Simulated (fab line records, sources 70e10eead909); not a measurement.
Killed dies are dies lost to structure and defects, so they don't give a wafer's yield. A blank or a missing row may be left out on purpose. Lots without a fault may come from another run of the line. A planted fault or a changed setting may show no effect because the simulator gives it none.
Chamber matching | flow nand_harc | NHARC_A_CHANNEL_FILL_D2_CMP_10 on cmp-03: 4 sister chambers
The step polishes, target thk 150 nm. 4 wafers are shown with their chamber, then 11 later ones without.

WAFERS WITH THEIR CHAMBER
wafer  | chamber | motor_current_A (A)
L085.5 | 1       | 11.0
L088.2 | 0       | 11.7
L090.5 | 3       | 10.7
L091.1 | 2       | 11.2

WAFERS WITHOUT THEIR CHAMBER
wafer  | motor_current_A (A)
L091.3 | 11.1
L091.4 | 11.4
L093.2 | 12.0
L093.4 | 10.7
L093.5 | 10.7
L095.1 | 10.1
L095.3 | 12.2
L095.5 | 11.6
L096.1 | 11.6
L096.3 | 11.3
L096.4 | 11.0

WHICH CHAMBER EACH WENT THROUGH
wafer  | from the rows above               | in truth
L091.3 | can't be placed: 1 or 2 or 3 or 0 | 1
L091.4 | can't be placed: 2 or 0 or 1 or 3 | 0
L093.2 | can't be placed: 0 or 2           | 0
L093.4 | can't be placed: 3 or 1 or 2      | 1
L093.5 | can't be placed: 3 or 1 or 2      | 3
L095.1 | can't be placed: 3 or 1 or 2      | 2
L095.3 | can't be placed: 0 or 2           | 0
L095.5 | can't be placed: 0 or 2 or 1      | 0
L096.1 | can't be placed: 0 or 2 or 1      | 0
L096.3 | can't be placed: 2 or 1 or 0 or 3 | 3
L096.4 | can't be placed: 1 or 2 or 3      | 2
Placed correctly: 0 of 11. Can't be placed from these rows: 11 (the true chamber is among the candidates in 11). Placed wrongly: 0.
How it was worked out, from the rows above alone: a wafer's distance from a chamber is the root of the sum, over the readings, of the square of ((its reading less the chamber's mean) divided by the reading's scatter). The wafer belongs to the nearest chamber; if the next one is less than 2 further off, it can't be placed. A chamber's mean is the mean of its shown wafers. The scatter: with one shown wafer a chamber, the root of the mean of the squares of how far each hidden wafer lies from its nearest shown one.
